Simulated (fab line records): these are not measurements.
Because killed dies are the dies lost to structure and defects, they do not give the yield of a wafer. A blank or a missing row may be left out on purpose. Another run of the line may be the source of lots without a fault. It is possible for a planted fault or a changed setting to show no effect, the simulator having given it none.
Lot-split experiment || flow n5-finfet || 21 wafers read across 7 lots, on a route 1938 steps long

## THE SPLIT ITSELF
At N5_BEOL_M10_PEB_26 (peb time 60 s), the setting peb-time-s was moved away from the recipe's 60 s on 6 of the 21 wafers read, by -7.0% to +19.5%. All remaining wafers had this setting at the recipe value.

## FROM THE SPLIT TO THE READING: what the file shows between them, 1 step
- N5_BEOL_M10_DEVELOP_27: develop time 30 s

## THE READING
cd-nm (nm) at N5_BEOL_M10_CD_MEAS_28, where the cd target is 70 nm. A value of 70.4 nm with a standard deviation of 1.3 nm is what fault-free wafers of this fab line usually give.

{"wafer": "L074.1", "tool, chamber at the split": "litho-track-05, 0", "peb-time-s as run, s": 71.71, "against the recipe": "+19.5%", "cd-nm, nm": 78.9, "against lot-mates on the recipe": "+6.5"}
{"wafer": "L074.4", "tool, chamber at the split": "litho-track-05, 0", "peb-time-s as run, s": 60, "against the recipe": "recipe", "cd-nm, nm": 73.2, "against lot-mates on the recipe": "-"}
{"wafer": "L074.5", "tool, chamber at the split": "litho-track-05, 0", "peb-time-s as run, s": 60, "against the recipe": "recipe", "cd-nm, nm": 71.7, "against lot-mates on the recipe": "-"}
{"wafer": "L077.1", "tool, chamber at the split": "litho-track-02, 0", "peb-time-s as run, s": 60, "against the recipe": "recipe", "cd-nm, nm": 70.5, "against lot-mates on the recipe": "-"}
{"wafer": "L077.3", "tool, chamber at the split": "litho-track-02, 0", "peb-time-s as run, s": 60, "against the recipe": "recipe", "cd-nm, nm": 72.0, "against lot-mates on the recipe": "-"}
{"wafer": "L077.4", "tool, chamber at the split": "litho-track-02, 0", "peb-time-s as run, s": 60, "against the recipe": "recipe", "cd-nm, nm": 72.6, "against lot-mates on the recipe": "-"}
{"wafer": "L079.1", "tool, chamber at the split": "litho-track-02, 0", "peb-time-s as run, s": 60, "against the recipe": "recipe", "cd-nm, nm": 70.5, "against lot-mates on the recipe": "-"}
{"wafer": "L079.2", "tool, chamber at the split": "litho-track-02, 0", "peb-time-s as run, s": 60, "against the recipe": "recipe", "cd-nm, nm": 69.2, "against lot-mates on the recipe": "-"}
{"wafer": "L079.3", "tool, chamber at the split": "litho-track-02, 0", "peb-time-s as run, s": 60, "against the recipe": "recipe", "cd-nm, nm": 71.2, "against lot-mates on the recipe": "-"}
{"wafer": "L084.1", "tool, chamber at the split": "litho-track-05, 0", "peb-time-s as run, s": 70.4, "against the recipe": "+17.3%", "cd-nm, nm": 79.8, "against lot-mates on the recipe": "+8.0"}
{"wafer": "L084.3", "tool, chamber at the split": "litho-track-05, 0", "peb-time-s as run, s": 70.4, "against the recipe": "+17.3%", "cd-nm, nm": 79.5, "against lot-mates on the recipe": "+7.7"}
{"wafer": "L084.6", "tool, chamber at the split": "litho-track-05, 0", "peb-time-s as run, s": 60, "against the recipe": "recipe", "cd-nm, nm": 71.8, "against lot-mates on the recipe": "-"}
{"wafer": "L085.2", "tool, chamber at the split": "litho-track-02, 0", "peb-time-s as run, s": 60, "against the recipe": "recipe", "cd-nm, nm": 69.4, "against lot-mates on the recipe": "-"}
{"wafer": "L085.4", "tool, chamber at the split": "litho-track-02, 0", "peb-time-s as run, s": 64.92, "against the recipe": "+8.2%", "cd-nm, nm": 74.2, "against lot-mates on the recipe": "+3.8"}
{"wafer": "L085.5", "tool, chamber at the split": "litho-track-02, 0", "peb-time-s as run, s": 60, "against the recipe": "recipe", "cd-nm, nm": 71.5, "against lot-mates on the recipe": "-"}
{"wafer": "L088.1", "tool, chamber at the split": "litho-track-05, 0", "peb-time-s as run, s": 55.78, "against the recipe": "-7.0%", "cd-nm, nm": 68.5, "against lot-mates on the recipe": -3.8}
{"wafer": "L088.4", "tool, chamber at the split": "litho-track-05, 0", "peb-time-s as run, s": 55.78, "against the recipe": "-7.0%", "cd-nm, nm": 67.6, "against lot-mates on the recipe": -4.7}
{"wafer": "L088.5", "tool, chamber at the split": "litho-track-05, 0", "peb-time-s as run, s": 60, "against the recipe": "recipe", "cd-nm, nm": 72.3, "against lot-mates on the recipe": "-"}
{"wafer": "L096.1", "tool, chamber at the split": "litho-track-03, 0", "peb-time-s as run, s": 60, "against the recipe": "recipe", "cd-nm, nm": 68.5, "against lot-mates on the recipe": "-"}
{"wafer": "L096.3", "tool, chamber at the split": "litho-track-03, 0", "peb-time-s as run, s": 60, "against the recipe": "recipe", "cd-nm, nm": 69.4, "against lot-mates on the recipe": "-"}
{"wafer": "L096.6", "tool, chamber at the split": "litho-track-03, 0", "peb-time-s as run, s": 60, "against the recipe": "recipe", "cd-nm, nm": 68.4, "against lot-mates on the recipe": "-"}

THE FIT
A straight line over all 21 wafers: cd-nm changes by +0.46 nm for each +1% of peb-time-s; r = +0.93; the points scatter about the line by 1.4 nm.
The same after taking each lot's own level away (the mean of its wafers on the recipe; 21 wafers): +0.433 nm for each +1%; r = +0.96; scatter 0.9 nm.
Per that fit: largest peb-time-s move, reading shift of 8.4 nm.
Measured against the standard deviation above, the lots' own levels, which go from 68.77 to 72.45 nm, span 2.8 times it.
Consequently the slope shifts little with the lot-to-lot level, the two slopes agreeing.
Check: with one of the wafers moved furthest among these (+19.5%) left out of the fit, the line predicts +9.19 nm for it against its lot-mates. Against them it came out at +6.45 nm.

## ADDITIONAL SPLITS CARRIED BY THESE WAFERS
Note: prior to the reading, these wafers also went through further splits. Each is held against what the fit with the lots' levels taken away leaves over:
{"other split on the same wafers": "N5_BEOL_M8_DEVELOP_10 develop-time-s", "wafers away from the commonest value": 5, "r with cd-nm (lot level and that fit taken away)": "+0.21"}
{"other split on the same wafers": "N5_BEOL_M9_ETCH_61 source-w", "wafers away from the commonest value": 11, "r with cd-nm (lot level and that fit taken away)": "+0.08"}
{"other split on the same wafers": "N5_BEOL_M9_ETCH_62 time-s", "wafers away from the commonest value": 5, "r with cd-nm (lot level and that fit taken away)": "+0.08"}

## FILE'S OWN FIT
cd-nm changes by +0.403 nm for each +1% of peb-time-s, r = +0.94.
